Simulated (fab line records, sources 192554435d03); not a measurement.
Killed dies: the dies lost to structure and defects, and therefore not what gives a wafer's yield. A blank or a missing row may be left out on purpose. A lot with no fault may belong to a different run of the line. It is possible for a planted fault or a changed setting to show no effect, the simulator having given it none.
Matching of chambers | flow n5_finfet | N5_MOL_CONTACT_COAG_ETCH_110 on rie_diel-04: 4 sister chambers
The step etches Si in CF4/O2, target depth 2.5 nm, time 8 s. 16 wafers are shown with their chamber, then 8 later ones without.

EACH WAFER AND ITS CHAMBER
wafer  | chamber | showerhead_plenum_p_Torr (Torr) | drypump_motor_current_A (A) | throttle_valve_pct (%)
L078.1 | 2       | 2.25                            | 5.8                         | 10.66
L078.3 | 3       | 2.15                            | 5.8                         | 10.89
L078.6 | 0       | 2.26                            | 4.8                         | 10.39
L079.3 | 3       | 2.15                            | 5.8                         | 10.91
L079.4 | 1       | 2.30                            | 5.9                         | 10.57
L079.6 | 3       | 2.15                            | 5.7                         | 10.88
L080.3 | 2       | 2.25                            | 5.8                         | 10.66
L080.4 | 1       | 2.30                            | 5.9                         | 10.57
L080.5 | 1       | 2.30                            | 5.9                         | 10.58
L082.1 | 1       | 2.30                            | 5.9                         | 10.59
L082.2 | 0       | 2.25                            | 4.7                         | 10.43
L082.5 | 2       | 2.25                            | 5.8                         | 10.70
L089.1 | 0       | 2.25                            | 4.8                         | 10.49
L089.2 | 3       | 2.14                            | 5.8                         | 10.98
L089.3 | 1       | 2.29                            | 6.0                         | 10.63
L090.3 | 0       | 2.25                            | 4.8                         | 10.49

SIGNATURES (means of the wafers above)
reading                  | chamber 0 | chamber 1 | chamber 2 | chamber 3 | scatter within a chamber
showerhead_plenum_p_Torr | 2.2525    | 2.2980    | 2.2500    | 2.1475    | 0.00438
drypump_motor_current_A  | 4.775     | 5.920     | 5.800     | 5.775     | 0.0438
throttle_valve_pct       | 10.4500   | 10.5880   | 10.6733   | 10.9150   | 0.0375
Rule: for each reading, subtract the chamber's mean from the wafer's reading, divide by that reading's scatter and square the result; add these up over the readings and take the root, which gives the wafer's distance from the chamber. If the next closest chamber is less than 2 further off than the closest, the wafer can't be placed; otherwise it belongs to the closest. The scatter is the square root of a quotient: the sum, over the shown wafers, of each reading's squared deviation from its chamber's mean, divided by wafers minus chambers.

WAFERS WITH NO CHAMBER GIVEN
wafer  | showerhead_plenum_p_Torr (Torr) | drypump_motor_current_A (A) | throttle_valve_pct (%)
L090.4 | 2.14                            | 5.8                         | 10.98
L090.6 | 2.25                            | 4.7                         | 10.50
L091.2 | 2.14                            | 5.8                         | 11.01
L091.4 | 2.24                            | 4.8                         | 10.52
L091.6 | 2.14                            | 5.8                         | 11.01
L092.4 | 2.24                            | 4.7                         | 10.55
L092.5 | 2.14                            | 5.8                         | 11.03
L092.6 | 2.29                            | 5.9                         | 10.69

CHAMBER TAKEN BY EACH
wafer  | from the rows above | in truth
L090.4 | 3                   | 3
L090.6 | 0                   | 0
L091.2 | 3                   | 3
L091.4 | 0                   | 0
L091.6 | 3                   | 3
L092.4 | 0                   | 0
L092.5 | 3                   | 3
L092.6 | 1                   | 1
Correct placement for 8 of the 8. Can't be placed from these rows: 0. 0 placed wrongly.
